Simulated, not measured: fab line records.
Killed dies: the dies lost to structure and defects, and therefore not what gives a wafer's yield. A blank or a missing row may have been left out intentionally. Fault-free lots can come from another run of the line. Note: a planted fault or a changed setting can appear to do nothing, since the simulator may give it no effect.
3 desks looking at one fault	flow n5-finfet	each desk has only its own numbers; what lay behind them comes last

== THE METROLOGY DESK ==
What the gauges read for every lot (on any tool): the sampled wafers with a number, averaged. A lot is out of limits, marked OUT, if its mean lies more than 4 standard deviations from the usual mean; the brackets give that distance. Of its 12 readings 7 are shown: those that lie furthest out on some lot.
Columns: A = cd-nm at N5_BEOL_M0_SAQP_CD_MEAS_14, usual 42.4 nm; B = M0_CORE_OVL at N5_BEOL_M0_SAQP_OVL_MEAS_15, usual 0.3 nm; C = DIBL_N at N5_BEOL_M4_RC_MEAS_101, usual 36.9 mV/V; D = DIBL_P at N5_BEOL_M4_RC_MEAS_101, usual 36.7 mV/V; E = IOFF_N at N5_BEOL_M4_RC_MEAS_101, usual 0.17 nA/um; F = ION_N at N5_BEOL_M4_RC_MEAS_101, usual 674 uA/um; G = VT_N at N5_BEOL_M4_RC_MEAS_101, usual 249 mV
lot	first seen here	A	B	C	D	E	F	G
L173	day 6 09:00	42.2	-0.0	35.1	34.5	0.16	666	252
L174	day 6 14:25	42.1	1.5	37.8	37.7	0.16	670	251
L183	day 8 23:38	42.2	0.3	37.2	37.4	0.17	679	248
L186	day 9 12:21	42.0	-0.8	36.8	35.9	0.15	664	252
L187	day 9 20:30	42.6	0.1	36.0	35.6	0.15	670	250
L189	day 10 07:57	42.9	0.6	35.8	35.6	0.16	679	249
L191	day 10 16:12	43.0	0.9	34.2	33.2	0.12	655	254
This desk's verdict: no lot among the 7 shows anything out of limits.

== THE TOOL OWNER'S DESK: rie-diel-06 ==
The tool's own readings at N5_BEOL_M0_SAQP_ETCH_84 (etches SOC in N2/H2, target depth 100 nm, overetch 20 nm, time 150 s): means of the sampled wafers that have a number, for each lot that ran on this tool. A lot is out of limits, marked OUT, if its mean lies more than 4 standard deviations from the usual mean; the brackets give that distance.
Columns: A = drypump-motor-current-A at N5_BEOL_M0_SAQP_ETCH_84, usual 5.7 A; B = oes-product-au at N5_BEOL_M0_SAQP_ETCH_84, usual 0.71 a.u.; C = rf-vpp-V at N5_BEOL_M0_SAQP_ETCH_84, usual 524.2 V; D = run-length-s at N5_BEOL_M0_SAQP_ETCH_84, usual 173.2 s; E = showerhead-plenum-p-Torr at N5_BEOL_M0_SAQP_ETCH_84, usual 2.55 Torr; F = throttle-valve-pct at N5_BEOL_M0_SAQP_ETCH_84, usual 17.7 %
lot	first seen here	A	B	C	D	E	F
L173	day 6 09:11	5.5	0.74	524.9	173.3	2.60	17.7
L174	day 6 14:50	5.6	0.77	522.0	172.9	2.50	17.8
L183	day 8 23:48	5.3	0.71	527.2	183.1 (+22) OUT	2.67	17.8
L186	day 9 12:31	5.6	0.69	524.7	178.6 (+12) OUT	2.54	17.8
L187	day 9 20:40	5.2	0.68	525.7	178.1 (+11) OUT	2.59	18.0
Finding of this desk: L183, L186, L187 out of limits; the first was L183 at day 8 23:48, on run-length-s at N5_BEOL_M0_SAQP_ETCH_84. Within limits: L173, L174.

== THE DEFECT DESK ==
Counts from the inspections along the route, per lot, as means over the sampled wafers that have a number. A lot is out of limits, marked OUT, if its mean lies more than 4 standard deviations from the usual mean; the brackets give that distance.
Columns: A = raw-defect-count at N5_BEOL_M0_SAQP_INSPECT_16, usual 488
lot	first seen here	A
L173	day 6 09:03	496
L174	day 6 14:28	625
L183	day 8 23:41	602
L186	day 9 12:24	348
L187	day 9 20:34	584
L189	day 10 08:00	404
L191	day 10 16:15	533
This desk's verdict: no lot among the 7 shows anything out of limits.

== BROUGHT TOGETHER ==
The tool owner's desk had the chance to raise an alarm at day 8 23:48 on L183, L186, L187.
The metrology desk saw nothing out of limits.
No out-of-limits result turned up at the defect desk.
The metrology desk holds a record of L183, L186, L187, inside its limits.
The defect desk has L183, L186, L187 on record, within its limits.
Every lot named ran N5_BEOL_M0_SAQP_ETCH_84 on rie-diel-06.

== WHAT THE SIMULATOR HAD PUT IN ==
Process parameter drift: rie-diel-06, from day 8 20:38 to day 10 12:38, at N5_BEOL_M0_SAQP_ETCH_84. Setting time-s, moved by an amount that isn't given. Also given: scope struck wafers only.
Shown lots that were struck: L183, L186, L187.
Delay in hours, fault start to first out-of-limits reading, by desk: the tool owner's desk at 3.
